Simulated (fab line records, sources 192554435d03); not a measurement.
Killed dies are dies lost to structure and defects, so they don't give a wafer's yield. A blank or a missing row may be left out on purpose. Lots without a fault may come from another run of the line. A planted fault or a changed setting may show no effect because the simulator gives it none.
Split-lot experiment | flow n5_finfet | 7 lots, 21 wafers read, on a route of 1938 steps

THE SPLIT
At N5_BEOL_M9_COAT_60 (time 60 s, resist thk 30 nm), the setting spin_rpm was moved away from the recipe's 1500 rpm on 6 of the 21 wafers read, by +3.8% to +7.6%. The other wafers ran this setting at the recipe's value.

FROM THE SPLIT TO THE READING: what the file shows between them, 8 steps
- N5_BEOL_M9_COAT_05: resist thk 90 nm (also split here: spin_rpm)
- N5_BEOL_M9_EBR_07
- N5_BEOL_M9_SOFTBAKE_06: time 60 s
- N5_BEOL_M9_EXPOSE_08: exposes mask M9
- N5_BEOL_M9_PEB_09: peb time 60 s
- N5_BEOL_M9_DEVELOP_10: develop time 30 s
- N5_BEOL_M9_DESCUM_16: chemistry O2, time 7.9 s
- N5_BEOL_M9_ETCH_61: etches SiARC in CF4, target depth 39 nm, time 65 s

THE READING
SiARC_of_BEOL_M9_COAT_60.thk_nm (the simulator's own value, which no gauge read), in nm, at N5_BEOL_M9_ETCH_62 (etches SOC in N2/H2, target depth 110 nm, overetch 22 nm, time 165 s). The file gives no usual value for it. The 15 wafers here that ran the recipe average 23.6 nm, standard deviation 0.14 nm.

wafer  | tool, chamber at the split | spin_rpm as run, rpm | against the recipe | SiARC_of_BEOL_M9_COAT_60.thk_nm, nm | against lot-mates on the recipe
L075.1 | litho_track-01, 0          | 1557                 | +3.8%              | 23.2                                | -0.4
L075.2 | litho_track-01, 0          | 1557                 | +3.8%              | 23                                  | -0.6
L075.6 | litho_track-01, 0          | 1500                 | recipe             | 23.6                                | -
L076.1 | litho_track-03, 0          | 1500                 | recipe             | 23.4                                | -
L076.3 | litho_track-03, 0          | 1500                 | recipe             | 23.6                                | -
L076.5 | litho_track-03, 0          | 1500                 | recipe             | 23.6                                | -
L080.2 | litho_track-01, 0          | 1500                 | recipe             | 23.6                                | -
L080.4 | litho_track-01, 0          | 1500                 | recipe             | 23.6                                | -
L080.3 | litho_track-01, 0          | 1500                 | recipe             | 23.8                                | -
L083.3 | litho_track-05, 0          | 1500                 | recipe             | 23.6                                | -
L083.4 | litho_track-05, 0          | 1614                 | +7.6%              | 22.4                                | -1.2
L083.5 | litho_track-05, 0          | 1614                 | +7.6%              | 22.4                                | -1.2
L084.1 | litho_track-05, 0          | 1500                 | recipe             | 23.4                                | -
L084.2 | litho_track-05, 0          | 1500                 | recipe             | 23.4                                | -
L084.5 | litho_track-05, 0          | 1500                 | recipe             | 23.4                                | -
L092.3 | litho_track-01, 0          | 1500                 | recipe             | 23.4                                | -
L092.4 | litho_track-01, 0          | 1500                 | recipe             | 23.8                                | -
L092.5 | litho_track-01, 0          | 1500                 | recipe             | 23.8                                | -
L094.1 | litho_track-05, 0          | 1581                 | +5.4%              | 22.8                                | -0.8
L094.4 | litho_track-05, 0          | 1581                 | +5.4%              | 22.6                                | -1.0
L094.5 | litho_track-05, 0          | 1500                 | recipe             | 23.6                                | -

THE FIT
A straight line over all 21 wafers: SiARC_of_BEOL_M9_COAT_60.thk_nm changes by -0.153 nm for each +1% of spin_rpm; r = -0.95; the points scatter about the line by 0.14 nm.
The same after taking each lot's own level away (the mean of its wafers on the recipe; 21 wafers): -0.157 nm for each +1%; r = -0.97; scatter 0.11 nm.
On that fit, the largest move of spin_rpm shifts the reading by 1.2 nm.
The lots' own levels span 23.40 to 23.67 nm, that is 1.9 times the standard deviation above.
So the lot-to-lot level changes the slope little: the two slopes agree.
Check: with one of the wafers moved furthest among these (+7.6%) left out of the fit, the line predicts -1.19 nm for it against its lot-mates. It came out at -1.2 nm against them.

OTHER SPLITS ON THESE WAFERS
These wafers also went through other splits before the reading. Each is held against what the fit with the lots' levels taken away leaves over:
other split on the same wafers | wafers away from the commonest value | r with SiARC_of_BEOL_M9_COAT_60.thk_nm (lot level and that fit taken away)
N5_BEOL_M9_COAT_05 spin_rpm    | 5                                    | +0.08

THE WHOLE CHAIN: every reading that the file lists as answering this split, in the file's order
step               | what it does                                                         | reading                                                                          | change (the file's fit)               | r (the file's)
N5_BEOL_M9_COAT_60 | time 60 s, resist thk 30 nm                                          | SiARC_of_BEOL_M9_COAT_60.thk_nm (the simulator's own value, which no gauge read) | -0.136 nm for each +1% of the setting | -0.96
N5_BEOL_M9_ETCH_61 | etches SiARC in CF4, target depth 39 nm, time 65 s                   | etch.depth_nm (the simulator's own value, which no gauge read)                   | -0.145 nm for each +1% of the setting | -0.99
N5_BEOL_M9_ETCH_62 | etches SOC in N2/H2, target depth 110 nm, overetch 22 nm, time 165 s | SiARC_of_BEOL_M9_COAT_60.thk_nm (the simulator's own value, which no gauge read) | -0.157 nm for each +1% of the setting | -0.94

THE FILE'S OWN FIT
SiARC_of_BEOL_M9_COAT_60.thk_nm changes by -0.157 nm for each +1% of spin_rpm, r = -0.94.
